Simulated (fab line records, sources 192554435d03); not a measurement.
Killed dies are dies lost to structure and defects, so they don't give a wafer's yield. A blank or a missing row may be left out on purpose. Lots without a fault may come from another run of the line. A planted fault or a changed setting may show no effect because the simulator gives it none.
Which tool did it? | flow n5_finfet | 24 lots, 72 wafers sampled, at 4 steps of a route of 1938

WHAT THE GAUGES READ, wafer by wafer
N5_BEOL_M9_CD_MEAS_28: target cd 70 nm. Usual: cd_nm 70.06 nm, standard deviation 0.28.
lot  | measured     | on        | cd_nm (nm)        | flag
L076 | day 11 14:12 | cd_sem-01 | 70.04 69.74 69.83 |
L078 | day 11 23:26 | cd_sem-01 | 70.11 70.44 69.72 |
L074 | day 12 03:59 | cd_sem-03 | 70.06 69.78 69.90 |
L077 | day 12 08:49 | cd_sem-02 | 70.08 70.03 69.94 |
L079 | day 12 13:01 | cd_sem-01 | 70.41 69.72 69.81 |
L080 | day 12 13:14 | cd_sem-02 | 70.09 70.26 70.18 |
L075 | day 12 17:20 | cd_sem-02 | 70.41 70.07 69.79 |
L081 | day 13 06:59 | cd_sem-03 | 70.04 69.24 69.85 |
L082 | day 13 10:44 | cd_sem-01 | 70.26 70.17 70.31 |
L083 | day 13 10:42 | cd_sem-03 | 70.75 70.43 70.13 |
L086 | day 14 14:17 | cd_sem-01 | 70.08 70.01 70.16 |
L085 | day 14 22:10 | cd_sem-01 | 70.35 70.25 70.55 |
L084 | day 14 22:13 | cd_sem-03 | 69.76 70.26 70.23 |
L087 | day 15 00:11 | cd_sem-01 | 70.09 70.10 69.80 |
L088 | day 15 12:42 | cd_sem-02 | 69.53 70.21 70.14 |
L089 | day 15 12:47 | cd_sem-02 | 70.32 70.58 69.86 |
L091 | day 15 16:51 | cd_sem-03 | 69.94 70.21 70.32 |
L094 | day 15 23:38 | cd_sem-03 | 69.58 69.88 69.88 |
L090 | day 16 01:52 | cd_sem-03 | 69.75 70.00 69.87 |
L092 | day 16 09:06 | cd_sem-02 | 70.04 70.40 70.08 |
L093 | day 16 11:39 | cd_sem-02 | 70.07 69.72 70.14 |
L096 | day 17 10:58 | cd_sem-03 | 70.23 69.84 70.03 |
L095 | day 17 13:59 | cd_sem-01 | 69.74 69.88 69.31 |
L097 | day 18 14:49 | cd_sem-01 | 70.40 70.02 70.30 |

WHICH TOOL RAN EACH LOT (tool, then ch and the chambers of the sampled wafers, then the start)
lot  | N5_BEOL_M8_TRENCH_ETCH_37                     | N5_BEOL_M8_DEP_56               | N5_BEOL_M9_HM_DEP_02
L076 | rie_diel-03 ch 0,1,2, day 11 10:07 or earlier | pecvd-03 ch 1,2, day 11 10:07   | pvd_sputter-02, day 11 12:04
L078 | rie_diel-02 ch 1,2,3, day 11 20:29 or earlier | pecvd-03 ch 0,1, day 11 20:29   | pvd_sputter-01, day 11 21:32
L074 | rie_diel-03 ch 1,2, day 11 23:31 or earlier   | pecvd-03 ch 0,2, day 11 23:31   | pvd_sputter-02, day 12 02:38
L077 | rie_diel-06 ch 1,2, day 12 05:37 or earlier   | pecvd-02 ch 0,2, day 12 05:37   | pvd_sputter-02, day 12 06:44
L079 | rie_diel-02 ch 1,3, day 12 07:47 or earlier   | pecvd-02 ch 0,1, day 12 07:47   | pvd_sputter-01, day 12 09:43
L080 | rie_diel-06 ch 0,2, day 12 08:04 or earlier   | pecvd-01 ch 0,2, day 12 08:04   | pvd_sputter-01, day 12 10:28
L075 | rie_diel-03 ch 0,2, day 12 12:46 or earlier   | pecvd-03 ch 1,2, day 12 12:46   | pvd_sputter-03, day 12 14:28
L081 | rie_diel-03 ch 0,1,3, day 13 04:31 or earlier | pecvd-02 ch 0,1, day 13 04:31   | pvd_sputter-03, day 13 05:38
L082 | rie_diel-03 ch 0,2, day 13 05:25 or earlier   | pecvd-03 ch 1,2, day 13 05:25   | pvd_sputter-02, day 13 07:40
L083 | rie_diel-03 ch 2,3, day 13 06:58 or earlier   | pecvd-01 ch 0,1, day 13 06:58   | pvd_sputter-02, day 13 08:28
L086 | rie_diel-06 ch 0,2,3, day 14 07:37 or earlier | pecvd-03 ch 0,1,2, day 14 07:37 | pvd_sputter-02, day 14 12:34
L085 | rie_diel-06 ch 0,1,2, day 14 15:08 or earlier | pecvd-03 ch 0,2, day 14 15:08   | pvd_sputter-03, day 14 16:26
L084 | rie_diel-03 ch 0,3, day 14 16:28 or earlier   | pecvd-03 ch 1,2, day 14 16:28   | pvd_sputter-03, day 14 18:19
L087 | rie_diel-06 ch 0,1,2, day 14 22:01 or earlier | pecvd-03 ch 0,1,2, day 14 22:01 | pvd_sputter-01, day 14 22:50
L088 | rie_diel-03 ch 0,3, day 15 08:20 or earlier   | pecvd-01 ch 0,1, day 15 08:20   | pvd_sputter-01, day 15 10:26
L089 | rie_diel-02 ch 0,1,2, day 15 08:31 or earlier | pecvd-01 ch 0,1,2, day 15 08:31 | pvd_sputter-01, day 15 10:32
L091 | rie_diel-03 ch 0,3, day 15 10:14 or earlier   | pecvd-02 ch 0,1,2, day 15 10:14 | pvd_sputter-01, day 15 13:50
L094 | rie_diel-02 ch 1,3, day 15 20:34 or earlier   | pecvd-02 ch 1, day 15 20:34     | pvd_sputter-02, day 15 21:51
L090 | rie_diel-06 ch 2,3, day 15 21:48 or earlier   | pecvd-01 ch 1,2, day 15 21:48   | pvd_sputter-01, day 16 00:28
L092 | rie_diel-03 ch 1,2,3, day 16 04:04 or earlier | pecvd-01 ch 0,1,2, day 16 04:04 | pvd_sputter-01, day 16 06:10
L093 | rie_diel-03 ch 0,3, day 16 07:52 or earlier   | pecvd-01 ch 0,1, day 16 07:52   | pvd_sputter-01, day 16 09:50
L096 | rie_diel-06 ch 1,3, day 17 06:44 or earlier   | pecvd-03 ch 1,2, day 17 06:44   | pvd_sputter-01, day 17 09:38
L095 | rie_diel-03 ch 0,1,3, day 17 07:16 or earlier | pecvd-02 ch 1,2, day 17 07:16   | pvd_sputter-02, day 17 11:27
L097 | rie_diel-06 ch 2,3, day 18 10:34 or earlier   | pecvd-03 ch 0,2, day 18 10:34   | pvd_sputter-01, day 18 12:06
- N5_BEOL_M8_TRENCH_ETCH_37: etches SiCOH lowk in C4F6/O2, target depth 93.478 nm, time 31.2 s.
- N5_BEOL_M8_DEP_56: deposits SiCN from 3MS/NH3, target thk 10 nm, time 17.5 s.
- N5_BEOL_M9_HM_DEP_02: deposits TiN, target thk 20 nm.

WHAT THE TOOLS THEMSELVES READ (means of the sampled wafers that have a number; where no wafer has one, the mark that the record gives instead)
N5_BEOL_M8_TRENCH_ETCH_37. Usual: drypump_motor_current_A 5.8 A, standard deviation 0.54; oes_ar_750_au 0.81 a.u., standard deviation 0.1; oes_product_au 0.81 a.u., standard deviation 0.11; rf_vpp_V 665 V, standard deviation 13; showerhead_plenum_p_Torr 2.87 Torr, standard deviation 0.11; throttle_valve_pct 20.8 %, standard deviation 0.32.
lot  | tool        | drypump_motor_current_A (A) | oes_ar_750_au (a.u.) | oes_product_au (a.u.) | rf_vpp_V (V) | showerhead_plenum_p_Torr (Torr) | throttle_valve_pct (%) | flag
L076 | rie_diel-03 | 5.5                         | 0.79                 | 0.79                  | 656          | 2.82                            | 21.0                   |
L078 | rie_diel-02 | 5.7                         | 0.79                 | 0.78                  | 657          | 2.77                            | 20.8                   |
L074 | rie_diel-03 | 5.8                         | 0.75                 | 0.73                  | 656          | 2.87                            | 21.2                   |
L077 | rie_diel-06 | 5.9                         | 0.68                 | 0.67                  | 670          | 2.90                            | 20.9                   |
L079 | rie_diel-02 | 5.8                         | 0.70                 | 0.69                  | 657          | 2.76                            | 21.0                   |
L080 | rie_diel-06 | 6.0                         | 0.70                 | 0.70                  | 687          | 2.90                            | 21.0                   |
L075 | rie_diel-03 | 5.1                         | 0.83                 | 0.83                  | 655          | 2.75                            | 20.7                   |
L081 | rie_diel-03 | 5.6                         | 0.86                 | 0.87                  | 667          | 2.92                            | 20.9                   |
L082 | rie_diel-03 | 5.1                         | 0.82                 | 0.80                  | 654          | 2.75                            | 20.7                   |
L083 | rie_diel-03 | 5.8                         | 0.79                 | 0.78                  | 654          | 2.79                            | 20.7                   |
L086 | rie_diel-06 | 6.3                         | 0.85                 | 0.86                  | 680          | 2.90                            | 20.8                   |
L085 | rie_diel-06 | 5.8                         | 0.77                 | 0.77                  | 673          | 2.90                            | 20.9                   |
L084 | rie_diel-03 | 5.2                         | 0.88                 | 0.89                  | 666          | 2.86                            | 20.6                   |
L087 | rie_diel-06 | 5.8                         | 0.77                 | 0.78                  | 672          | 2.90                            | 20.9                   |
L088 | rie_diel-03 | 5.7                         | 0.89                 | 0.90                  | 672          | 2.93                            | 20.6                   |
L089 | rie_diel-02 | 5.6                         | 0.87                 | 0.87                  | 664          | 2.86                            | 20.7                   |
L091 | rie_diel-03 | 5.7                         | 0.89                 | 0.90                  | 672          | 2.93                            | 20.5                   |
L094 | rie_diel-02 | 5.8                         | 0.83                 | 0.84                  | 657          | 2.75                            | 20.9                   |
L090 | rie_diel-06 | 6.4                         | 0.90                 | 0.90                  | 676          | 2.89                            | 20.6                   |
L092 | rie_diel-03 | 5.9                         | 0.78                 | 0.78                  | 661          | 2.87                            | 20.9                   |
L093 | rie_diel-03 | 5.3                         | 0.86                 | 0.86                  | 666          | 2.85                            | 20.6                   |
L096 | rie_diel-06 | 5.7                         | 0.91                 | 0.91                  | 658          | 2.92                            | 20.8                   |
L095 | rie_diel-03 | 5.7                         | 0.82                 | 0.82                  | 667          | 2.90                            | 20.9                   |
L097 | rie_diel-06 | 6.6                         | 0.84                 | 0.84                  | 673          | 2.89                            | 20.7                   |

N5_BEOL_M8_DEP_56. Usual: showerhead_plenum_p_Torr 3.660 Torr, standard deviation 0.016; showerhead_vpp_V 881 V, standard deviation 36; throttle_valve_pct 9.0 %, standard deviation 0.55.
lot  | tool     | showerhead_plenum_p_Torr (Torr) | showerhead_vpp_V (V) | throttle_valve_pct (%) | flag
L076 | pecvd-03 | 3.658                           | 866                  | 8.3                    |
L078 | pecvd-03 | 3.659                           | 860                  | 8.9                    |
L074 | pecvd-03 | 3.668                           | 857                  | 8.6                    |
L077 | pecvd-02 | 3.664                           | 899                  | 9.4                    |
L079 | pecvd-02 | 3.683                           | 919                  | 9.0                    |
L080 | pecvd-01 | 3.651                           | 937                  | 8.9                    |
L075 | pecvd-03 | 3.666                           | 859                  | 8.3                    |
L081 | pecvd-02 | 3.678                           | 920                  | 9.3                    |
L082 | pecvd-03 | 3.659                           | 860                  | 8.5                    |
L083 | pecvd-01 | 3.642                           | 872                  | 9.0                    |
L086 | pecvd-03 | 3.662                           | 859                  | 8.8                    |
L085 | pecvd-03 | 3.670                           | 859                  | 8.7                    |
L084 | pecvd-03 | 3.664                           | 862                  | 8.4                    |
L087 | pecvd-03 | 3.666                           | 865                  | 8.8                    |
L088 | pecvd-01 | 3.649                           | 861                  | 8.8                    |
L089 | pecvd-01 | 3.648                           | 902                  | 8.9                    |
L091 | pecvd-02 | 3.659                           | 899                  | 9.4                    |
L094 | pecvd-02 | 3.678                           | 910                  | 9.1                    |
L090 | pecvd-01 | 3.640                           | 905                  | 8.8                    |
L092 | pecvd-01 | 3.654                           | 911                  | 9.1                    |
L093 | pecvd-01 | 3.652                           | 864                  | 9.0                    |
L096 | pecvd-03 | 3.669                           | 863                  | 8.4                    |
L095 | pecvd-02 | 3.648                           | 897                  | 9.1                    |
L097 | pecvd-03 | 3.668                           | 857                  | 8.7                    |

N5_BEOL_M9_HM_DEP_02. Usual: throttle_valve_pct 29.6 %, standard deviation 0.98.
lot  | tool           | throttle_valve_pct (%) | flag
L076 | pvd_sputter-02 | 29.2                   |
L078 | pvd_sputter-01 | 29.7                   |
L074 | pvd_sputter-02 | 29.2                   |
L077 | pvd_sputter-02 | 29.4                   |
L079 | pvd_sputter-01 | 29.0                   |
L080 | pvd_sputter-01 | 29.9                   |
L075 | pvd_sputter-03 | 30.1                   |
L081 | pvd_sputter-03 | 30.3                   |
L082 | pvd_sputter-02 | 29.2                   |
L083 | pvd_sputter-02 | 29.4                   |
L086 | pvd_sputter-02 | 28.7                   |
L085 | pvd_sputter-03 | 30.4                   |
L084 | pvd_sputter-03 | 30.4                   |
L087 | pvd_sputter-01 | 30.1                   |
L088 | pvd_sputter-01 | 29.6                   |
L089 | pvd_sputter-01 | 30.0                   |
L091 | pvd_sputter-01 | 30.0                   |
L094 | pvd_sputter-02 | 29.6                   |
L090 | pvd_sputter-01 | 29.5                   |
L092 | pvd_sputter-01 | 29.9                   |
L093 | pvd_sputter-01 | 30.4                   |
L096 | pvd_sputter-01 | 29.9                   |
L095 | pvd_sputter-02 | 29.6                   |
L097 | pvd_sputter-01 | 30.1                   |

THE ANSWER, worked out from the rows above alone
Rule: a lot is off if the mean of its wafers that have a number lies more than 3 standard deviations from the usual mean. A lot without any number at a reading at which 4 lots or more have one is off too. The other lots that the step has rows for count as sound. The gauges are gone through in route order, then the tools' own readings, and for those a lot's mean is taken as printed above. The first step at which some lot is off is used, and at that step the reading that is off furthest; a lot without a number counts as furthest.
No lot is off at any reading shown: from this, nothing can be told.

WHAT THE SIMULATOR HAD PUT IN
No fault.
